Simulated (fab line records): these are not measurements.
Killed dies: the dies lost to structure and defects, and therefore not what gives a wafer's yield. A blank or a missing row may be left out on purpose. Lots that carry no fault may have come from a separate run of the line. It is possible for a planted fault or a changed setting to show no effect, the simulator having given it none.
Split-lot trial -- flow n5_finfet -- 21 wafers read across 7 lots, on a route 1938 steps long

ON THE SPLIT
At N5_ZERO_LAYER_PECVD_02 (deposits SiO2 from SiH4/N2O, target thk 10 nm, time 6 s), the setting time_s was moved away from the recipe's 6 s on 7 of the 21 wafers read, by -12.2% to +14.4%. The other wafers ran this setting at the recipe's value.

The split's own step is where the reading is taken.

THE READING
SiO2_of_ZERO_LAYER_PECVD_02.thk_nm (the simulator's own value, which no gauge read), in nm, at N5_ZERO_LAYER_PECVD_02 (deposits SiO2 from SiH4/N2O, target thk 10 nm, time 6 s). No usual value for it is given in the file. The 14 wafers here that ran the recipe average 9.987 nm, standard deviation 0.15 nm.

wafer,"tool, chamber at the split","time_s as run, s",against the recipe,"SiO2_of_ZERO_LAYER_PECVD_02.thk_nm, nm",against lot-mates on the recipe
L074.2,"pecvd-04, 1",6,recipe,10.07,-
L074.3,"pecvd-04, 0",6,recipe,9.911,-
L074.5,"pecvd-04, 2",6,recipe,10.23,-
L081.3,"pecvd-02, 2",6,recipe,9.985,-
L081.4,"pecvd-02, 0",6,recipe,9.886,-
L081.5,"pecvd-02, 1",6,recipe,9.735,-
L084.1,"pecvd-04, 2",6,recipe,9.937,-
L084.4,"pecvd-04, 1",6.862,+14.4%,11.52,+1.583
L084.6,"pecvd-04, 2",6.862,+14.4%,11.41,+1.473
L088.2,"pecvd-02, 2",5.27,-12.2%,8.667,no lot-mate on the recipe
L088.5,"pecvd-02, 2",5.27,-12.2%,8.907,no lot-mate on the recipe
L088.6,"pecvd-02, 0",5.27,-12.2%,8.905,no lot-mate on the recipe
L089.2,"pecvd-01, 1",5.471,-8.8%,9.096,-1.119
L089.5,"pecvd-01, 0",6,recipe,10.22,-
L089.6,"pecvd-01, 1",6,recipe,10.21,-
L092.1,"pecvd-04, 0",6,recipe,9.833,-
L092.3,"pecvd-04, 2",6,recipe,9.879,-
L092.4,"pecvd-04, 2",6,recipe,9.915,-
L093.1,"pecvd-01, 2",5.741,-4.3%,9.262,-0.741
L093.5,"pecvd-01, 1",6,recipe,10.05,-
L093.6,"pecvd-01, 0",6,recipe,9.955,-

FIT RESULTS
A straight line over all 21 wafers: SiO2_of_ZERO_LAYER_PECVD_02.thk_nm changes by +0.1 nm for each +1% of time_s; r = +0.98; the points scatter about the line by 0.15 nm.
The same after taking each lot's own level away (the mean of its wafers on the recipe; 18 wafers): +0.113 nm for each +1%; r = +0.99; scatter 0.1 nm.
That fit puts the effect of the largest move of time_s on the reading at 1.6 nm.
From 9.8687 to 10.2150 nm: that is the span of the lots' own levels, equal to 2.4 times the standard deviation above.
In other words, the slope is changed by the lot-to-lot level; the two fits disagree.
Check: with one of the wafers moved furthest among these (+14.4%) left out of the fit, the line predicts +1.59 nm for it against its lot-mates. Against them it came out at +1.58 nm.

THE FILE'S OWN FIT
SiO2_of_ZERO_LAYER_PECVD_02.thk_nm changes by +0.116 nm for each +1% of time_s, r = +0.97.
